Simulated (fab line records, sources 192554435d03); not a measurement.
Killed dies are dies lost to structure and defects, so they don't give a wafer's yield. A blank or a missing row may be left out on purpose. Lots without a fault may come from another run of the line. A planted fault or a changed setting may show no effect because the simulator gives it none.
fab line records | flow n5_finfet
record lots=24 wafers=72 last_day=17
route steps=1938 shown BEOL_M5@1115
lots that met no fault: from a run of the same line without faults
start_h: hours from the record's first day to the start of the lot's first wafer shown | wait_h: hours since the lot's step before | " the same as in the row above | L1.1+2: a row that stands for several wafers | - no value, or no start given | * or withheld: withheld | < > ~ a bound
route shown NAME@n: a module of which the file shows steps, and the number in the route of the first | usual: mean/standard deviation of fault-free wafers | same: alike in all rows | chamber/n: place in a boat | sites: the reading at each site | _std_site: their standard deviation | _edge_site: outer sites' mean less inner sites' | radius_mm: how far each site lies from the wafer's centre | mask NAME#n: copy n | behind: the tool/chamber that last shaped the wafer | hold: why the lot was held/for how many hours/how that ended | device: the transistor (n, p or np) that didn't switch | end of line: the same wafers' tests at the end of the route | a step without rows: its recipe alone | killed: dies lost to structure and defects at the first sort, not the wafer's yield | map: a wafer's dies, x killed, . not, _ none there
set.NAME: the setting as run; set.NAME@STEP: as run at that earlier step | model.NAME: the simulator's own value behind a step, which no gauge read
steps of the route over a sample of lots; a table a step, a row a wafer
services: from which hour (start_h, from the record's first day; less than 0 if before it) a tool's chamber was out of use, for how many hours, and why
## steps
# step N5_BEOL_M5_PECVD_70
# recipe material=SiO2 target_thk_a=160 temp_c=400 precursor=TEOS/O2 pressure_torr=5.5 rf_w=450 teos_flow_sccm=53.8 gas=O2 flow_sccm=3000 time_s=18
# usual chamber_pressure_Torr=5.499/0.012 heater_power_outer_w=404/44 heater_power_w=682/58 showerhead_plenum_p_Torr=8.83/0.047 throttle_valve_pct=22.2/0.89
# columns lot.wafer tool chamber start_h wait_h chamber_pressure_Torr heater_power_outer_w heater_power_w showerhead_plenum_p_Torr throttle_valve_pct
L075.2 pecvd-01 2 179.25 0.0 5.508 373 712 8.86 21.0
L075.5 " 2 " " 5.516 385 704 8.85 21.1
L075.6 " 1 " " 5.486 415 722 8.78 21.7
L077.2 pecvd-03 1 182.21 0.0 5.494 433 729 8.79 23.1
L077.4 " 2 " " 5.492 471 826 8.82 21.6
L077.6 " 1 " " 5.493 428 689 8.82 23.2
L076.3 pecvd-03 1 182.49 0.0 5.485 415 700 8.80 23.2
L076.4 " 2 " " 5.493 454 773 8.81 21.5
L076.6 " 1 " " 5.502 420 703 8.81 23.1
L074.1 pecvd-01 2 187.16 0.0 5.491 323 618 8.88 21.4
L074.3 " 0 " " 5.490 461 764 8.81 22.2
L074.5 " 0 " " 5.481 462 766 8.82 22.2
L079.1 pecvd-01 1 197.81 0.0 5.483 429 729 8.78 21.9
L079.3 " 2 " " 5.498 362 650 8.85 21.3
L079.5 " 1 " " 5.495 419 744 8.76 21.8
L078.4 pecvd-02 2 199.08 0.1 5.521 406 658 8.87 21.6
L078.5 " 0 " " 5.492 455 731 8.87 21.2
L078.6 " 1 " " 5.499 461 728 8.77 23.8
L080.2 pecvd-02 0 199.76 0.0 5.500 446 749 8.90 20.9
L080.3 " 1 " " 5.509 408 691 8.77 23.6
L080.6 " 1 " " 5.501 401 662 8.77 23.5
L081.1 pecvd-02 1 207.43 0.0 5.503 448 711 8.77 23.7
L081.4 " 0 " " 5.503 416 679 8.86 21.3
L081.5 " 1 " " 5.506 455 718 8.79 23.8
L082.2 pecvd-03 0 220.49 0.0 5.497 425 630 8.85 23.3
L082.4 " 2 " " 5.497 394 728 8.84 21.8
L082.5 " 0 " " 5.508 426 647 8.85 23.1
L083.1 pecvd-02 1 226.78 0.0 5.485 410 659 8.75 23.7
L083.3 " 0 " " 5.498 385 653 8.89 20.8
L083.4 " 1 " " 5.505 401 671 8.77 23.9
L084.1 pecvd-03 0 231.70 0.0 5.488 406 591 8.84 23.1
L084.2 " 1 " " 5.505 394 667 8.80 23.3
L084.4 " 1 " " 5.492 402 668 8.80 23.3
L085.2 pecvd-02 2 243.35 0.0 5.488 329 547 8.91 21.7
L085.3 " 0 " " 5.497 386 666 8.85 21.3
L085.6 " 0 " " 5.487 376 654 8.88 21.2
L086.2 pecvd-01 2 243.87 0.0 5.490 348 671 8.86 21.5
L086.4 " 1 " " 5.506 419 737 8.78 21.6
L086.5 " 0 " " 5.499 462 796 8.81 22.1
L087.1 pecvd-02 1 252.45 0.0 5.495 469 745 8.79 23.8
L087.5 " 1 " " 5.486 479 725 8.78 23.7
L087.6 " 0 " " 5.499 369 631 8.90 21.1
L088.4 pecvd-02 1 259.10 0.1 5.500 483 758 8.78 24.0
L088.5 " 2 " " 5.509 382 630 8.90 21.6
L088.6 " 0 " " 5.473 416 693 8.86 21.2
L089.2 pecvd-03 0 261.42 0.0 5.506 379 589 8.83 22.9
L089.5 " 0 " " 5.506 375 576 8.86 23.4
L089.6 " 1 " " 5.484 418 704 8.81 23.2
L091.2 pecvd-01 2 268.84 0.0 5.506 316 619 8.85 21.6
L091.5 " 0 " " 5.521 409 719 8.80 22.3
L091.6 " 2 " " 5.511 314 613 8.87 21.4
L090.2 pecvd-01 0 273.95 0.0 5.484 466 750 8.79 22.5
L090.3 " 1 " " 5.484 352 647 8.77 21.8
L090.5 " 1 " " 5.503 355 647 8.73 21.7
L092.2 pecvd-01 0 281.15 0.0 5.514 440 741 8.80 22.1
L092.4 " 0 " " 5.505 458 744 8.82 22.5
L092.5 " 1 " " 5.503 331 590 8.75 21.8
L094.2 pecvd-01 2 285.43 0.0 5.518 352 662 8.87 21.0
L094.3 " 1 " " 5.513 407 689 8.77 21.7
L094.5 " 2 " " 5.507 360 681 8.84 21.6
L093.2 pecvd-02 1 285.56 0.0 5.485 463 732 8.75 23.5
L093.3 " 0 " " 5.503 443 752 8.87 21.6
L093.6 " 2 " " 5.509 328 565 8.90 21.9
L095.2 pecvd-02 2 300.99 0.0 5.522 326 559 8.89 22.0
L095.4 " 2 " " 5.493 325 554 8.88 21.9
L095.5 " 1 " " 5.506 450 727 8.78 23.8
L096.1 pecvd-02 2 303.67 0.0 5.479 414 678 8.90 21.8
L096.4 " 1 " " 5.498 400 652 8.77 23.7
L096.6 " 0 " " 5.502 432 712 8.86 21.4
L097.3 pecvd-01 0 303.75 0.0 5.515 458 762 8.78 22.3
L097.4 " 1 " " 5.508 393 687 8.77 21.7
L097.6 " 2 " " 5.498 361 682 8.85 21.4
# step N5_BEOL_M5_CD_MEAS_11
# recipe target_cd_nm=27.74 landing_energy_ev=500 detector=se_inlens
# usual cd_nm=28.13/0.26
# same landing_energy_ev=500
# columns lot.wafer tool chamber start_h wait_h cd_nm
L075.2 cd_sem-02 0 180.47 - 28.51
L075.5 " 0 " " 28.12
L075.6 " 0 " " 28.54
L077.2 cd_sem-02 0 182.85 - 27.94
L077.4 " 0 " " 28.35
L077.6 " 0 " " 28.37
L076.3 cd_sem-03 0 182.99 - 28.72
L076.4 " 0 " " 28.37
L076.6 " 0 " " 28.49
L074.1 cd_sem-03 0 191.40 - 28.10
L074.3 " 0 " " 28.20
L074.5 " 0 " " 28.22
L079.1 cd_sem-02 0 198.94 - 27.79
L079.3 " 0 " " 28.20
L079.5 " 0 " " 27.90
L078.4 cd_sem-02 0 201.68 - 28.27
L078.5 " 0 " " 28.02
L078.6 " 0 " " 28.39
L080.2 cd_sem-02 0 202.20 - 28.02
L080.3 " 0 " " 28.01
L080.6 " 0 " " 27.70
L081.1 cd_sem-01 0 208.76 - 27.95
L081.4 " 0 " " 28.27
L081.5 " 0 " " 28.06
L082.2 cd_sem-01 0 221.95 - 28.07
L082.4 " 0 " " 28.65
L082.5 " 0 " " 27.88
L083.1 cd_sem-01 0 227.65 - 28.36
L083.3 " 0 " " 28.34
L083.4 " 0 " " 28.01
L084.1 cd_sem-02 0 234.08 - 28.39
L084.2 " 0 " " 28.41
L084.4 " 0 " " 28.43
L085.2 cd_sem-01 0 245.20 - 28.34
L085.3 " 0 " " 28.11
L085.6 " 0 " " 27.76
L086.2 cd_sem-01 0 245.36 - 28.27
L086.4 " 0 " " 28.09
L086.5 " 0 " " 27.73
L087.1 cd_sem-03 0 254.29 - 27.80
L087.5 " 0 " " 27.92
L087.6 " 0 " " 28.01
L088.4 cd_sem-01 0 260.48 - 28.06
L088.5 " 0 " " 28.43
L088.6 " 0 " " 28.16
L089.2 cd_sem-03 0 262.33 - 28.10
L089.5 " 0 " " 28.62
L089.6 " 0 " " 28.03
L091.2 cd_sem-02 0 270.13 - 28.15
L091.5 " 0 " " 28.35
L091.6 " 0 " " 28.45
L090.2 cd_sem-02 0 276.98 - 28.03
L090.3 " 0 " " 28.31
L090.5 " 0 " " 28.18
L092.2 cd_sem-03 0 281.75 - 27.88
L092.4 " 0 " " 28.25
L092.5 " 0 " " 28.17
L094.2 cd_sem-01 0 286.47 - 27.81
L094.3 " 0 " " 28.35
L094.5 " 0 " " 28.12
L093.2 cd_sem-01 0 286.52 - 28.26
L093.3 " 0 " " 27.97
L093.6 " 0 " " 27.84
L095.2 cd_sem-02 0 302.00 - 27.86
L095.4 " 0 " " 27.97
L095.5 " 0 " " 28.35
L096.1 cd_sem-02 0 304.25 - 27.61
L096.4 " 0 " " 28.16
L096.6 " 0 " " 27.61
L097.3 cd_sem-03 0 304.41 - 27.95
L097.4 " 0 " " 27.91
L097.6 " 0 " " 27.92
# step N5_BEOL_M5_HM_OPEN_17
# recipe chemistry=Cl2/BCl3 target_depth_a=200 overetch_a=60 target=TiN mask_material=SOC ion_energy_ev=150 pressure_mtorr=10 icp_w=1000 bias_w=126 Cl2_flow_sccm=53.25 bcl3_flow_sccm=21.75 Ar_flow_sccm=25
# usual bias_w=125.9/0.34 chamber_pressure_mTorr=10.000/0.009 drypump_motor_current_A=5.81/0.23 oes_product_au=0.67/0.038 throttle_valve_pct=22.2/0.35
# columns lot.wafer tool chamber start_h wait_h bias_w chamber_pressure_mTorr drypump_motor_current_A oes_product_au rf_hours_counter_h throttle_valve_pct
L075.2 rie_metal-02 1 180.84 0.0 125.9 9.992 5.88 0.70 31 22.8
L075.5 " 0 " " 125.9 10.002 6.01 0.76 - 21.9
L075.6 " 1 " " 125.9 9.997 5.89 0.69 - 22.8
L077.2 rie_metal-01 1 183.22 0.0 125.3 9.998 5.24 0.62 58 22.2
L077.4 " 1 " " 126.2 9.985 5.27 0.62 - 22.2
L077.6 " 0 " " 125.8 9.983 5.96 0.68 - 21.7
L076.3 rie_metal-02 0 183.48 0.1 126.3 10.004 6.03 0.76 - 21.9
L076.4 " 1 " " 126.5 10.020 5.88 0.69 - 22.8
L076.6 " 1 " " 125.8 9.992 5.89 0.70 - 22.8
L074.1 rie_metal-01 0 191.77 0.0 125.8 9.999 5.97 0.68 37 21.7
L074.3 " 0 " " 126.4 10.002 5.95 0.67 - 21.7
L074.5 " 1 " " 125.9 10.005 5.23 0.62 - 22.2
L079.1 rie_metal-03 0 199.31 0.0 125.6 9.999 5.79 0.66 54 22.0
L079.3 " 0 " " 125.7 10.007 5.83 0.65 - 22.0
L079.5 " 0 " " 125.7 9.989 5.82 0.65 - 22.0
L078.4 rie_metal-02 0 202.82 0.1 126.4 10.003 5.97 0.76 - 21.9
L078.5 " 0 " " 125.9 10.012 5.98 0.76 - 21.9
L078.6 " 1 " " 125.9 9.989 5.87 0.68 - 22.8
L080.2 rie_metal-03 1 203.35 0.0 126.1 10.000 5.82 0.69 38 22.3
L080.3 " 0 " " 126.1 10.007 5.75 0.65 - 22.0
L080.6 " 1 " " 125.5 10.005 5.82 0.68 - 22.3
L081.1 rie_metal-03 1 209.13 0.0 126.0 9.999 5.83 0.68 38 22.3
L081.4 " 0 " " 126.7 10.009 5.80 0.65 - 22.0
L081.5 " 0 " " 126.1 10.002 5.82 0.64 - 22.0
L082.2 rie_metal-03 1 222.31 0.0 125.9 10.014 5.82 0.68 40 22.3
L082.4 " 0 " " 125.6 10.000 5.76 0.65 - 22.0
L082.5 " 0 " " 126.0 9.994 5.77 0.64 - 22.0
L083.1 rie_metal-01 1 228.02 0.0 125.6 10.004 5.26 0.62 62 22.2
L083.3 " 0 " " 125.7 9.977 5.94 0.67 - 21.7
L083.4 " 1 " " 125.8 10.016 5.24 0.62 - 22.2
L084.1 rie_metal-02 0 234.45 0.0 126.4 10.010 6.01 0.74 13 21.9
L084.2 " 1 " " 126.0 9.995 5.88 0.66 36 22.8
L084.4 " 1 " " 125.8 9.987 5.86 0.66 - 22.8
L085.2 rie_metal-01 1 245.57 0.0 125.2 9.985 5.23 0.61 64 22.2
L085.3 " 1 " " 126.2 9.987 5.25 0.61 - 22.2
L085.6 " 1 " " 125.7 10.015 5.24 0.60 - 22.2
L086.2 rie_metal-01 0 245.73 0.0 125.9 9.992 5.98 0.67 42 21.8
L086.4 " 0 " " 125.4 10.003 5.98 0.66 - 21.8
L086.5 " 1 " " 125.6 10.011 5.25 0.62 - 22.2
L087.1 rie_metal-01 1 254.66 0.0 125.7 10.007 5.23 0.61 65 22.2
L087.5 " 1 " " 125.5 10.010 5.22 0.61 - 22.2
L087.6 " 0 " " 125.9 9.990 5.97 0.66 - 21.8
L088.4 rie_metal-02 0 260.99 0.1 125.8 9.995 6.00 0.73 - 21.9
L088.5 " 1 " " 126.3 9.999 5.86 0.68 - 22.8
L088.6 " 0 " " 126.4 10.013 6.02 0.72 - 21.9
L089.2 rie_metal-03 0 262.70 0.0 125.3 10.014 5.81 0.63 60 22.1
L089.5 " 0 " " 125.4 10.020 5.79 0.64 - 22.0
L089.6 " 1 " " 126.2 10.002 5.84 0.68 - 22.3
L091.2 rie_metal-03 1 270.51 0.0 126.3 9.996 5.83 0.67 44 22.3
L091.5 " 0 " " 126.5 10.008 5.83 0.64 - 22.0
L091.6 " 1 " " 126.0 9.999 5.82 0.68 - 22.3
L090.2 rie_metal-03 0 278.47 0.0 126.5 9.991 5.78 0.64 61 22.0
L090.3 " 0 " " 126.2 10.005 5.78 0.63 - 22.0
L090.5 " 1 " " 125.7 10.000 5.82 0.67 - 22.3
L092.2 rie_metal-01 0 283.03 0.1 125.8 9.990 5.96 0.66 - 21.8
L092.4 " 0 " " 126.4 10.004 5.97 0.65 - 21.8
L092.5 " 0 " " 125.8 9.995 5.97 0.65 - 21.8
L094.2 rie_metal-03 1 287.34 0.0 126.3 10.001 5.84 0.67 46 22.3
L094.3 " 0 " " 126.0 10.016 5.78 0.64 - 22.1
L094.5 " 0 " " 125.9 10.003 5.79 0.65 - 22.0
L093.2 rie_metal-02 1 287.84 0.0 125.4 9.998 5.88 0.67 40 22.8
L093.3 " 0 " " 126.0 10.003 6.00 0.72 - 21.9
L093.6 " 1 " " 125.3 10.005 5.88 0.66 - 22.8
L095.2 rie_metal-02 1 302.38 0.0 125.7 9.989 5.90 0.66 42 22.8
L095.4 " 1 " " 126.1 9.990 5.87 0.66 - 22.8
L095.5 " 1 " " 126.2 10.008 5.90 0.66 - 22.8
L096.1 rie_metal-02 1 304.62 0.0 125.9 9.993 5.86 0.65 43 22.8
L096.4 " 1 " " 126.1 10.012 5.89 0.66 - 22.8
L096.6 " 0 " " 125.6 10.001 6.01 0.71 - 21.9
L097.3 rie_metal-03 0 304.81 0.1 126.0 9.984 5.79 0.63 - 22.0
L097.4 " 1 " " 125.6 9.997 5.82 0.66 - 22.3
L097.6 " 1 " " 125.5 10.004 5.83 0.67 - 22.3
# step N5_BEOL_M5_CD_MEAS_28
# recipe target_cd_nm=30.6 landing_energy_ev=500 detector=se_inlens target_cd_y_nm=20 polarity=opening
# usual cd_nm=30.55/0.25
# same landing_energy_ev=500
# columns lot.wafer tool chamber start_h wait_h cd_nm
L075.2 cd_sem-02 0 181.46 - 30.45
L075.5 " 0 " " 30.32
L075.6 " 0 " " 30.50
L077.2 cd_sem-02 0 184.08 - 30.41
L077.4 " 0 " " 30.72
L077.6 " 0 " " 30.77
L076.3 cd_sem-03 0 184.30 - 30.87
L076.4 " 0 " " 30.84
L076.6 " 0 " " 30.68
L074.1 cd_sem-02 0 192.44 - 30.77
L074.3 " 0 " " 30.68
L074.5 " 0 " " 30.73
L079.1 cd_sem-01 0 201.05 - 30.30
L079.3 " 0 " " 30.52
L079.5 " 0 " " 30.45
L078.4 cd_sem-02 0 203.45 - 30.78
L078.5 " 0 " " 30.69
L078.6 " 0 " " 30.71
L080.2 cd_sem-03 0 204.08 - 29.83
L080.3 " 0 " " 30.19
L080.6 " 0 " " 30.23
L081.1 cd_sem-03 0 209.62 - 30.64
L081.4 " 0 " " 30.42
L081.5 " 0 " " 30.74
L082.2 cd_sem-03 0 222.85 - 30.40
L082.4 " 0 " " 30.71
L082.5 " 0 " " 30.51
L083.1 cd_sem-02 0 228.74 - 30.74
L083.3 " 0 " " 30.95
L083.4 " 0 " " 31.16
L084.1 cd_sem-02 0 236.88 - 30.75
L084.2 " 0 " " 30.66
L084.4 " 0 " " 30.14
L085.2 cd_sem-01 0 247.01 - 30.29
L085.3 " 0 " " 30.00
L085.6 " 0 " " 30.49
L086.2 cd_sem-01 0 247.19 - 30.18
L086.4 " 0 " " 30.60
L086.5 " 0 " " 30.67
L087.1 cd_sem-01 0 256.61 - 30.78
L087.5 " 0 " " 30.60
L087.6 " 0 " " 30.59
L088.4 cd_sem-02 0 261.74 - 30.71
L088.5 " 0 " " 30.99
L088.6 " 0 " " 30.51
L089.2 cd_sem-02 0 266.48 - 31.08
L089.5 " 0 " " 30.67
L089.6 " 0 " " 30.88
L091.2 cd_sem-03 0 271.63 - 30.42
L091.5 " 0 " " 30.38
L091.6 " 0 " " 30.58
L090.2 cd_sem-02 0 278.98 - 30.30
L090.3 " 0 " " 30.72
L090.5 " 0 " " 30.80
L092.2 cd_sem-03 0 285.21 - 30.81
L092.4 " 0 " " 30.61
L092.5 " 0 " " 30.78
L094.2 cd_sem-01 0 288.08 - 30.44
L094.3 " 0 " " 30.56
L094.5 " 0 " " 30.29
L093.2 cd_sem-01 0 288.46 - 30.78
L093.3 " 0 " " 30.36
L093.6 " 0 " " 30.21
L095.2 cd_sem-01 0 303.01 - 30.30
L095.4 " 0 " " 30.13
L095.5 " 0 " " 30.31
L096.1 cd_sem-01 0 307.92 - 30.79
L096.4 " 0 " " 30.65
L096.6 " 0 " " 30.67
L097.3 cd_sem-03 0 308.32 - 30.42
L097.4 " 0 " " 30.52
L097.6 " 0 " " 30.49
# step N5_BEOL_M5_STRIP_36
# recipe chemistry=N2/H2 power_w=450 temp_c=40 pressure_mtorr=20 rf_frequency_hz=6e+07 overash_fraction=0.3 bias_power_w=7 h2_frac=0.5 n2_flow_sccm=200 h2_flow_sccm=200
# usual chamber_pressure_mTorr=20.00/0.033 drypump_motor_current_A=5.9/0.52 oes_product_au=0.79/0.083 rf_vpp_V=59.0/1.6 showerhead_plenum_p_Torr=2.54/0.08 throttle_valve_pct=23.6/0.33
# columns lot.wafer tool chamber start_h wait_h chamber_pressure_mTorr drypump_motor_current_A oes_product_au rf_hours_counter_h rf_vpp_V showerhead_plenum_p_Torr throttle_valve_pct
L075.2 rie_diel-02 3 181.84 0.0 20.03 6.0 0.69 179 58.2 2.51 24.0
L075.5 " 2 " " 20.05 6.2 0.91 - 59.4 2.69 23.3
L075.6 " 1 " " 20.03 5.4 0.75 - 59.9 2.54 23.4
L077.2 rie_diel-02 1 184.42 0.0 19.99 5.4 0.76 163 59.3 2.54 23.4
L077.4 " 1 " " 19.99 5.4 0.75 - 60.6 2.54 23.4
L077.6 " 2 " " 19.97 6.2 0.91 - 59.5 2.68 23.4
L076.3 rie_diel-02 2 184.81 0.0 19.96 6.2 0.90 21 57.4 2.69 23.3
L076.4 " 1 " " 20.00 5.4 0.75 - 59.4 2.54 23.4
L076.6 " 2 " " 20.03 6.2 0.92 - 60.9 2.68 23.4
L074.1 rie_diel-02 1 192.79 0.0 20.01 5.4 0.75 166 58.0 2.54 23.4
L074.3 " 0 " " 19.98 5.6 0.96 1 57.7 2.63 24.0
L074.5 " 3 " " 20.01 6.0 0.69 - 63.1 2.51 24.0
L079.1 rie_diel-02 0 201.55 0.0 19.97 5.5 0.95 3 57.9 2.63 24.0
L079.3 " 2 " " 19.99 6.2 0.90 26 60.2 2.68 23.3
L079.5 " 0 " " 19.94 5.5 0.95 - 57.8 2.63 24.0
L078.4 rie_diel-02 3 204.17 0.0 19.98 6.0 0.69 186 58.6 2.51 24.0
L078.5 " 2 " " 19.98 6.2 0.88 - 59.2 2.68 23.4
L078.6 " 3 " " 20.01 6.0 0.69 - 58.0 2.51 24.0
L080.2 rie_diel-01 3 204.55 0.0 19.95 6.3 0.73 187 58.0 2.50 23.0
L080.3 " 1 " " 20.05 6.4 0.87 51 61.0 2.57 23.8
L080.6 " 1 " " 19.99 6.4 0.86 - 59.1 2.57 23.7
L081.1 rie_diel-02 2 209.97 0.0 19.99 6.2 0.89 28 59.1 2.68 23.4
L081.4 " 1 " " 20.08 5.4 0.74 171 60.3 2.53 23.4
L081.5 " 1 " " 20.06 5.3 0.75 - 62.3 2.54 23.4
L082.2 rie_diel-04 3 223.19 0.0 19.99 6.7 0.79 145 59.2 2.43 23.4
L082.4 " 0 " " 20.00 6.1 0.73 186 62.7 2.64 24.1
L082.5 " 1 " " 19.99 5.1 0.85 - 60.2 2.61 24.0
L083.1 rie_diel-04 2 229.19 0.0 20.03 5.7 0.74 183 57.2 2.43 23.5
L083.3 " 3 " " 20.03 6.6 0.79 147 58.7 2.43 23.4
L083.4 " 1 " " 20.08 5.0 0.87 48 59.3 2.60 24.0
L084.1 rie_diel-01 2 237.66 0.0 20.03 6.8 0.77 138 60.9 2.46 23.5
L084.2 " 1 " " 20.01 6.3 0.85 61 56.7 2.56 23.8
L084.4 " 0 " " 19.99 5.1 0.87 54 60.6 2.47 23.5
L085.2 rie_diel-02 0 247.40 0.0 19.99 5.6 0.89 18 60.8 2.62 24.0
L085.3 " 2 " " 20.02 6.2 0.86 39 60.4 2.68 23.4
L085.6 " 3 " " 19.96 6.0 0.68 - 58.8 2.50 24.0
L086.2 rie_diel-02 2 247.79 0.0 19.97 6.2 0.88 39 61.4 2.68 23.4
L086.4 " 3 " " 20.09 6.0 0.67 199 61.7 2.50 24.0
L086.5 " 0 " " 20.03 5.6 0.89 - 59.2 2.62 24.0
L087.1 rie_diel-01 3 256.96 0.0 20.00 6.3 0.71 203 58.3 2.49 23.0
L087.5 " 2 " " 20.01 6.8 0.77 - 59.5 2.46 23.6
L087.6 " 3 " " 20.00 6.2 0.72 - 56.7 2.49 23.0
L088.4 rie_diel-04 3 262.11 0.0 19.96 6.6 0.79 157 58.5 2.42 23.4
L088.5 " 1 " " 20.00 5.0 0.83 - 61.4 2.60 24.0
L088.6 " 0 " " 20.02 6.1 0.70 - 59.5 2.64 24.1
L089.2 rie_diel-01 3 266.83 0.0 20.01 6.3 0.71 206 56.3 2.49 23.0
L089.5 " 1 " " 19.97 6.3 0.84 - 58.8 2.56 23.8
L089.6 " 0 " " 19.96 5.1 0.85 - 56.5 2.47 23.5
L091.2 rie_diel-01 0 271.99 0.0 19.97 5.1 0.86 66 60.0 2.47 23.5
L091.5 " 2 " " 19.96 6.8 0.77 - 58.8 2.46 23.5
L091.6 " 1 " " 19.95 6.3 0.84 - 57.5 2.56 23.8
L090.2 rie_diel-01 2 279.50 0.0 19.97 6.8 0.76 152 57.7 2.46 23.5
L090.3 " 1 " " 20.00 6.4 0.83 74 57.8 2.55 23.8
L090.5 " 0 " " 20.01 5.1 0.84 - 58.5 2.46 23.5
L092.2 rie_diel-02 1 286.90 0.0 19.98 5.3 0.72 190 55.8 2.53 23.5
L092.4 " 0 " " 20.01 5.6 0.90 23 59.2 2.62 24.1
L092.5 " 1 " " 20.01 5.4 0.73 - 59.5 2.53 23.5
L094.2 rie_diel-01 3 288.73 0.0 19.99 6.3 0.71 215 56.1 2.48 23.0
L094.3 " 2 " " 20.08 6.8 0.76 156 58.1 2.45 23.5
L094.5 " 3 " " 19.96 6.3 0.71 - 60.3 2.48 23.0
L093.2 rie_diel-02 0 288.94 0.0 19.97 5.6 0.88 24 57.7 2.62 24.1
L093.3 " 3 " " 19.95 6.0 0.67 208 57.1 2.50 24.1
L093.6 " 1 " " 20.01 5.3 0.71 - 60.8 2.53 23.5
L095.2 rie_diel-02 0 303.36 0.0 19.98 5.6 0.90 29 57.8 2.62 24.0
L095.4 " 2 " " 20.00 6.2 0.84 53 60.3 2.67 23.4
L095.5 " 3 " " 19.98 6.0 0.67 - 57.3 2.50 24.1
L096.1 rie_diel-04 1 308.27 0.0 19.98 5.0 0.80 73 56.7 2.59 24.0
L096.4 " 3 " " 19.94 6.7 0.77 175 58.8 2.41 23.4
L096.6 " 0 " " 20.02 6.1 0.69 - 60.2 2.63 24.1
L097.3 rie_diel-04 3 308.66 0.0 19.99 6.7 0.75 175 57.1 2.41 23.4
L097.4 " 2 " " 19.98 5.7 0.71 205 57.8 2.42 23.5
L097.6 " 0 " " 19.91 6.1 0.69 - 60.3 2.63 24.1
# step N5_BEOL_M5_SURFACE_TREAT_87
# recipe gas=Ar time_s=* ion_energy_ev=* ion_current_ma_cm2=0.5 pressure_mtorr=* ar_flow_sccm=30
# usual throttle_valve_pct=*
# columns lot.wafer tool chamber start_h wait_h throttle_valve_pct
L075.2 pvd_sputter-01 - 183.28 0.5 *
L075.5 " - " " *
L075.6 " - " " *
L077.2 pvd_sputter-03 - 185.86 0.1 *
L077.4 " - " " *
L077.6 " - " " *
L076.3 pvd_sputter-03 - 185.98 0.2 *
L076.4 " - " " *
L076.6 " - " " *
L074.1 pvd_sputter-01 - 194.76 0.1 *
L074.3 " - " " *
L074.5 " - " " *
L079.1 pvd_sputter-01 - 203.21 0.2 *
L079.3 " - " " *
L079.5 " - " " *
L078.4 pvd_sputter-02 - 205.44 0.1 *
L078.5 " - " " *
L078.6 " - " " *
L080.2 pvd_sputter-03 - 207.06 0.2 *
L080.3 " - " " *
L080.6 " - " " *
L081.1 pvd_sputter-01 - 212.91 1.3 *
L081.4 " - " " *
L081.5 " - " " *
L082.2 pvd_sputter-01 - 224.80 0.4 *
L082.4 " - " " *
L082.5 " - " " *
L083.1 pvd_sputter-03 - 230.29 0.2 *
L083.3 " - " " *
L083.4 " - " " *
L084.1 pvd_sputter-03 - 239.14 0.2 *
L084.2 " - " " *
L084.4 " - " " *
L085.2 pvd_sputter-01 - 248.81 0.3 *
L085.3 " - " " *
L085.6 " - " " *
L086.2 pvd_sputter-03 - 249.15 0.2 *
L086.4 " - " " *
L086.5 " - " " *
L087.1 pvd_sputter-03 - 258.28 0.3 *
L087.5 " - " " *
L087.6 " - " " *
L088.4 pvd_sputter-02 - 263.93 0.3 *
L088.5 " - " " *
L088.6 " - " " *
L089.2 pvd_sputter-01 - 267.96 0.2 *
L089.5 " - " " *
L089.6 " - " " *
L091.2 pvd_sputter-01 - 273.65 0.2 *
L091.5 " - " " *
L091.6 " - " " *
L090.2 pvd_sputter-03 - 280.86 0.2 *
L090.3 " - " " *
L090.5 " - " " *
L092.2 pvd_sputter-03 - 287.98 0.2 *
L092.4 " - " " *
L092.5 " - " " *
L094.2 pvd_sputter-01 - 290.42 0.6 *
L094.3 " - " " *
L094.5 " - " " *
L093.2 pvd_sputter-01 - 290.46 0.5 *
L093.3 " - " " *
L093.6 " - " " *
L095.2 pvd_sputter-01 - 305.77 1.5 *
L095.4 " - " " *
L095.5 " - " " *
L096.1 pvd_sputter-02 - 309.75 0.2 *
L096.4 " - " " *
L096.6 " - " " *
L097.3 pvd_sputter-03 - 310.69 0.8 *
L097.4 " - " " *
L097.6 " - " " *
## services
# columns tool chamber start_h hours kind
rie_diel-02 1 156.55 15.9 repair
rie_metal-03 - 160.87 28.1 pm
rie_diel-01 3 165.35 3.0 repair
rie_diel-02 0 172.64 - clean
rie_diel-02 0 172.64 - consumable_replace:focus_ring
rie_diel-02 0 172.64 14.3 scheduled_down
rie_diel-02 0 172.64 14.3 vent_cycle
pecvd-03 1 189.52 2.1 scheduled_down
pecvd-03 - 205.77 3.3 repair
rie_diel-01 2 220.07 16.1 repair
rie_metal-01 - 225.67 1.5 repair
pecvd-01 - 227.49 1.4 repair
pecvd-03 2 231.16 2.1 scheduled_down
pecvd-03 2 233.29 - clean
pecvd-03 2 233.29 - consumable_replace:showerhead
pecvd-03 2 233.29 29.0 scheduled_down
pecvd-02 2 262.76 15.1 repair
rie_diel-02 0 264.59 16.2 repair
pecvd-02 - 268.90 14.6 pm
rie_diel-02 - 271.50 14.6 pm
rie_metal-01 - 281.69 1.1 repair
pecvd-03 - 300.66 0.8 pm
pvd_sputter-02 - 303.66 4.3 repair
rie_diel-04 1 310.45 4.1 repair
## key
fault none
